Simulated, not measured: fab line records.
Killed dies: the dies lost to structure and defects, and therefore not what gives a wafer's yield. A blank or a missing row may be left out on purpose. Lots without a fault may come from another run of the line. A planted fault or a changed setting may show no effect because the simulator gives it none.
The tool behind it: which one? / flow nand harc / 14 lots, 42 wafers sampled, at 5 steps of a route of 1302

== WHAT EACH GAUGE READ, for each wafer ==
NHARC_THIN_TSV_CD_MEAS_33 targets a cd of 5000 nm.
lot=L348; measured=day 24 03:28; on=cd sem-03; cd nm (nm)=4996.8 4995.9 4996.9
lot=L349; measured=day 24 09:25; on=cd sem-03; cd nm (nm)=5003.1 4999.9 5001.4
lot=L350; measured=day 24 10:58; on=cd sem-01; cd nm (nm)=4997.7 4995.8 4997.0
lot=L351; measured=day 24 23:39; on=cd sem-01; cd nm (nm)=5000.3 4996.7 4999.8
lot=L352; measured=day 25 10:47; on=cd sem-01; cd nm (nm)=5000.1 4998.0 5001.0
lot=L354; measured=day 26 09:49; on=cd sem-03; cd nm (nm)=5005.1 4999.8 5001.2
lot=L355; measured=day 27 04:52; on=cd sem-01; cd nm (nm)=5002.5 4998.7 5001.4
lot=L357; measured=day 27 15:56; on=cd sem-03; cd nm (nm)=5002.7 4998.7 5000.0
lot=L358; measured=day 28 17:32; on=cd sem-03; cd nm (nm)=4998.3 5001.5 4999.7
lot=L359; measured=day 28 18:45; on=cd sem-03; cd nm (nm)=4999.6 4997.4 4999.7
lot=L361; measured=day 29 07:28; on=cd sem-01; cd nm (nm)=4996.0 4999.3 4998.1
lot=L362; measured=day 29 08:38; on=cd sem-02; cd nm (nm)=4997.7 4996.8 4996.8
lot=L368; measured=day 31 18:05; on=cd sem-03; cd nm (nm)=4997.6 4996.0 4999.4
lot=L370; measured=day 32 20:38; on=cd sem-01; cd nm (nm)=5000.5 5000.3 4998.6

NHARC_END_SORT_01.
lot=L362; measured=day 29 17:17; on=prober-01; killed at array=49 56 44; killed at other=1 0 1; killed at periphery=0 8 3; killed dies=50 64 48; killed open=1 3 1; killed short=4 7 1
lot=L368; measured=day 32 02:10; on=prober-02; killed at array=128 83 58; killed at other=2 1 0; killed at periphery=3 2 2; killed dies=133 86 60; killed open=7 2 5; killed short=2 4 1
lot=L370; measured=day 33 05:31; on=prober-02; killed at array=59 127 47; killed at other=2 0 0; killed at periphery=1 3 1; killed dies=62 130 48; killed open=3 3 0; killed short=2 1 2

== EACH LOT AND THE TOOL THAT RAN IT (in order: tool; ch and the chambers of the sampled wafers; start) ==
lot=L348; NHARC_A_CHANNEL_FILL_D1_PRECLEAN_21=wet bench-05 ch 0,4,5, day 9 16:01; NHARC_THIN_TSV_PVD_51=pvd sputter-01, day 24 03:28 or earlier; NHARC_THIN_TSV_STRIP_56=plasma asher-01 ch 0,1, day 24 04:08
lot=L349; NHARC_A_CHANNEL_FILL_D1_PRECLEAN_21=wet bench-02 ch 0,4,5, day 10 11:12; NHARC_THIN_TSV_PVD_51=pvd sputter-02, day 24 09:25 or earlier; NHARC_THIN_TSV_STRIP_56=plasma asher-01 ch 0,1, day 24 10:04
lot=L350; NHARC_A_CHANNEL_FILL_D1_PRECLEAN_21=wet bench-07 ch 5,6,7, day 10 11:13; NHARC_THIN_TSV_PVD_51=pvd sputter-01, day 24 10:58 or earlier; NHARC_THIN_TSV_STRIP_56=plasma asher-01 ch 0,1, day 24 11:36
lot=L351; NHARC_A_CHANNEL_FILL_D1_PRECLEAN_21=wet bench-02 ch 0,2,5, day 11 01:32; NHARC_THIN_TSV_PVD_51=pvd sputter-02, day 24 23:39 or earlier; NHARC_THIN_TSV_STRIP_56=plasma asher-02 ch 0,1, day 25 00:18
lot=L352; NHARC_A_CHANNEL_FILL_D1_PRECLEAN_21=wet bench-07 ch 1,4,6, day 11 07:18; NHARC_THIN_TSV_PVD_51=pvd sputter-03, day 25 10:47 or earlier; NHARC_THIN_TSV_STRIP_56=plasma asher-01 ch 0,1, day 25 11:36
lot=L354; NHARC_A_CHANNEL_FILL_D1_PRECLEAN_21=wet bench-05 ch 0,6,7, day 12 06:16; NHARC_THIN_TSV_PVD_51=pvd sputter-01, day 26 09:49 or earlier; NHARC_THIN_TSV_STRIP_56=plasma asher-01 ch 0, day 26 10:28
lot=L355; NHARC_A_CHANNEL_FILL_D1_PRECLEAN_21=wet bench-07 ch 3,4,6, day 12 20:05; NHARC_THIN_TSV_PVD_51=pvd sputter-02, day 27 04:52 or earlier; NHARC_THIN_TSV_STRIP_56=plasma asher-01 ch 0,1, day 27 05:38
lot=L357; NHARC_A_CHANNEL_FILL_D1_PRECLEAN_21=wet bench-07 ch 0,6,7, day 13 10:00; NHARC_THIN_TSV_PVD_51=pvd sputter-02, day 27 12:52; NHARC_THIN_TSV_STRIP_56=plasma asher-01 ch 0,1, day 27 16:39
lot=L358; NHARC_A_CHANNEL_FILL_D1_PRECLEAN_21=wet bench-05 ch 0,2,4, day 14 01:46; NHARC_THIN_TSV_PVD_51=pvd sputter-01, day 28 17:32 or earlier; NHARC_THIN_TSV_STRIP_56=plasma asher-01 ch 0,1, day 28 18:11
lot=L359; NHARC_A_CHANNEL_FILL_D1_PRECLEAN_21=wet bench-05 ch 1,2,7, day 14 13:46; NHARC_THIN_TSV_PVD_51=pvd sputter-01, day 28 18:45 or earlier; NHARC_THIN_TSV_STRIP_56=plasma asher-01 ch 0,1, day 28 19:27
lot=L361; NHARC_A_CHANNEL_FILL_D1_PRECLEAN_21=wet bench-02 ch 3,4,6, day 14 22:41; NHARC_THIN_TSV_PVD_51=pvd sputter-03, day 29 07:28 or earlier; NHARC_THIN_TSV_STRIP_56=plasma asher-01 ch 0,1, day 29 08:11
lot=L362; NHARC_A_CHANNEL_FILL_D1_PRECLEAN_21=wet bench-07 ch 0,3,5, day 15 18:17; NHARC_THIN_TSV_PVD_51=pvd sputter-01, day 29 08:38 or earlier; NHARC_THIN_TSV_STRIP_56=plasma asher-01 ch 0,1, day 29 09:19
lot=L368; NHARC_A_CHANNEL_FILL_D1_PRECLEAN_21=wet bench-07 ch 1,3,5, day 17 22:24; NHARC_THIN_TSV_PVD_51=pvd sputter-02, day 31 18:05 or earlier; NHARC_THIN_TSV_STRIP_56=plasma asher-01 ch 0,1, day 31 18:46
lot=L370; NHARC_A_CHANNEL_FILL_D1_PRECLEAN_21=wet bench-07 ch 5,6,7, day 18 21:58; NHARC_THIN_TSV_PVD_51=pvd sputter-02, day 32 20:38 or earlier; NHARC_THIN_TSV_STRIP_56=plasma asher-01 ch 0,1, day 32 21:17
- NHARC_A_CHANNEL_FILL_D1_PRECLEAN_21: cleans in dHF, time 30 s.
- NHARC_THIN_TSV_PVD_51: deposits Cu, target thk 100 nm.
- NHARC_THIN_TSV_STRIP_56: strips in O2.

== AS READ BY THE TOOLS THEMSELVES (means over the sampled wafers that have a number; for cases with no such wafer, the mark the record gives instead) ==
NHARC_THIN_TSV_PVD_51.
lot=L348; tool=pvd sputter-01; throttle valve pct (%)=29.2
lot=L349; tool=pvd sputter-02; throttle valve pct (%)=31.3
lot=L350; tool=pvd sputter-01; throttle valve pct (%)=29.1
lot=L351; tool=pvd sputter-02; throttle valve pct (%)=30.5
lot=L352; tool=pvd sputter-03; throttle valve pct (%)=30.2
lot=L354; tool=pvd sputter-01; throttle valve pct (%)=30.3
lot=L355; tool=pvd sputter-02; throttle valve pct (%)=29.7
lot=L357; tool=pvd sputter-02; throttle valve pct (%)=31.0
lot=L358; tool=pvd sputter-01; throttle valve pct (%)=29.6
lot=L359; tool=pvd sputter-01; throttle valve pct (%)=29.8
lot=L361; tool=pvd sputter-03; throttle valve pct (%)=29.8
lot=L362; tool=pvd sputter-01; throttle valve pct (%)=30.1
lot=L368; tool=pvd sputter-02; throttle valve pct (%)=29.9
lot=L370; tool=pvd sputter-02; throttle valve pct (%)=29.8

NHARC_THIN_TSV_STRIP_56.
lot=L348; tool=plasma asher-01; drypump motor current A (A)=5.0; heater power w (W)=325
lot=L349; tool=plasma asher-01; drypump motor current A (A)=5.0; heater power w (W)=322
lot=L350; tool=plasma asher-01; drypump motor current A (A)=5.0; heater power w (W)=318
lot=L351; tool=plasma asher-02; drypump motor current A (A)=5.2; heater power w (W)=323
lot=L352; tool=plasma asher-01; drypump motor current A (A)=5.0; heater power w (W)=325
lot=L354; tool=plasma asher-01; drypump motor current A (A)=5.0; heater power w (W)=315
lot=L355; tool=plasma asher-01; drypump motor current A (A)=5.1; heater power w (W)=326
lot=L357; tool=plasma asher-01; drypump motor current A (A)=5.0; heater power w (W)=320
lot=L358; tool=plasma asher-01; drypump motor current A (A)=5.0; heater power w (W)=320
lot=L359; tool=plasma asher-01; drypump motor current A (A)=5.1; heater power w (W)=324
lot=L361; tool=plasma asher-01; drypump motor current A (A)=5.0; heater power w (W)=315
lot=L362; tool=plasma asher-01; drypump motor current A (A)=5.0; heater power w (W)=326
lot=L368; tool=plasma asher-01; drypump motor current A (A)=5.0; heater power w (W)=310
lot=L370; tool=plasma asher-01; drypump motor current A (A)=5.1; heater power w (W)=317

== THE ANSWER, worked out from the rows above alone ==
Rule: the usual values come from the lots themselves. The widest of any qualifying gaps counts: lots, ordered by their means at a reading, are off when they make up no more than a third of the lots, leave a main group of 4 or more, and stand apart from it by 3 or more times the standard deviation of that group's means. The tables above print the reading to a certain number of digits; a main group whose means all agree to those digits is not used. Also off: a lot with no number at a reading for which 4 or more lots have one. All remaining lots with rows at the step are treated as sound. After the gauges, taken in route order, come the tools' own readings; for these a lot's mean is taken, as printed above. At the first step where some lot is off, the reading lying furthest off is the one used; lots without a number count as furthest.
Across all readings shown, no lot is off: no conclusion can be drawn from this.

== WHAT THE SIMULATOR HAD PUT IN ==
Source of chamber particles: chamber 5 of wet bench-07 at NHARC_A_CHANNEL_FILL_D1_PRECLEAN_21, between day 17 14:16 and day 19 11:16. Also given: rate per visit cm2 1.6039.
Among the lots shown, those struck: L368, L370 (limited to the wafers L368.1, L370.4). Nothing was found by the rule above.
